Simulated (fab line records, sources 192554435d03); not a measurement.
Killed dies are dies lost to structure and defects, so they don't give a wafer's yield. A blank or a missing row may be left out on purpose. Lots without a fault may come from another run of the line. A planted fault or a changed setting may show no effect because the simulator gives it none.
Chamber matching | flow n5_finfet | N5_BEOL_M1_ETCH_64 on rie_diel-01: 4 sister chambers
The step etches SOC in N2/H2, target depth 75 nm, overetch 15 nm, time 112.5 s. 20 wafers are shown with their chamber, then 10 later ones without.

WAFERS WITH THEIR CHAMBER
wafer  | chamber | showerhead_plenum_p_Torr (Torr) | throttle_valve_pct (%) | rf_vpp_V (V)
L074.3 | 0       | 2.53                            | 18.09                  | 523
L074.5 | 1       | 2.59                            | 18.08                  | 527
L074.6 | 3       | 2.59                            | 18.43                  | 524
L076.1 | 0       | 2.53                            | 18.08                  | 523
L076.4 | 1       | 2.59                            | 18.07                  | 525
L076.6 | 0       | 2.53                            | 18.11                  | 524
L081.2 | 0       | 2.53                            | 18.11                  | 523
L081.4 | 3       | 2.59                            | 18.46                  | 524
L081.6 | 3       | 2.58                            | 18.44                  | 523
L084.1 | 2       | 2.64                            | 17.97                  | 527
L084.2 | 0       | 2.53                            | 18.12                  | 524
L084.3 | 3       | 2.58                            | 18.49                  | 524
L084.4 | 0       | 2.53                            | 18.12                  | 523
L084.5 | 2       | 2.64                            | 18.00                  | 526
L084.6 | 3       | 2.58                            | 18.48                  | 525
L090.2 | 1       | 2.58                            | 17.63                  | 525
L090.3 | 2       | 2.64                            | 17.99                  | 526
L090.5 | 1       | 2.58                            | 17.65                  | 525
L091.3 | 2       | 2.64                            | 18.00                  | 526
L091.4 | 1       | 2.58                            | 17.66                  | 525

SIGNATURES (means of the wafers above)
reading                  | chamber 0 | chamber 1 | chamber 2 | chamber 3 | scatter within a chamber
showerhead_plenum_p_Torr | 2.5300    | 2.5840    | 2.6400    | 2.5840    | 0.00387
throttle_valve_pct       | 18.1050   | 17.8180   | 17.9900   | 18.4600   | 0.119
rf_vpp_V                 | 523.33    | 525.40    | 526.25    | 524.00    | 0.675
Rule: a wafer's distance from a chamber is the root of the sum, over the readings, of the square of ((its reading less the chamber's mean) divided by the reading's scatter). The wafer belongs to the nearest chamber; if the next one is less than 2 further off, it can't be placed. The scatter: the root of (the sum of the squares of (reading less its chamber's mean) over the shown wafers, divided by (wafers less chambers)).

WAFERS WITHOUT THEIR CHAMBER
wafer  | showerhead_plenum_p_Torr (Torr) | throttle_valve_pct (%) | rf_vpp_V (V)
L091.6 | 2.52                            | 18.14                  | 522
L093.1 | 2.57                            | 17.66                  | 524
L093.4 | 2.63                            | 18.01                  | 525
L093.6 | 2.63                            | 18.03                  | 527
L092.2 | 2.57                            | 17.67                  | 525
L092.4 | 2.58                            | 18.49                  | 524
L092.6 | 2.57                            | 17.66                  | 525
L097.2 | 2.57                            | 18.50                  | 523
L097.4 | 2.57                            | 17.68                  | 526
L097.5 | 2.57                            | 18.50                  | 524

WHICH CHAMBER EACH WENT THROUGH
wafer  | from the rows above | in truth
L091.6 | 0                   | 0
L093.1 | 1                   | 1
L093.4 | 2                   | 2
L093.6 | 2                   | 2
L092.2 | 1                   | 1
L092.4 | 3                   | 3
L092.6 | 1                   | 1
L097.2 | 3                   | 3
L097.4 | 1                   | 1
L097.5 | 3                   | 3
Placed correctly: 10 of 10. Can't be placed from these rows: 0. Placed wrongly: 0.
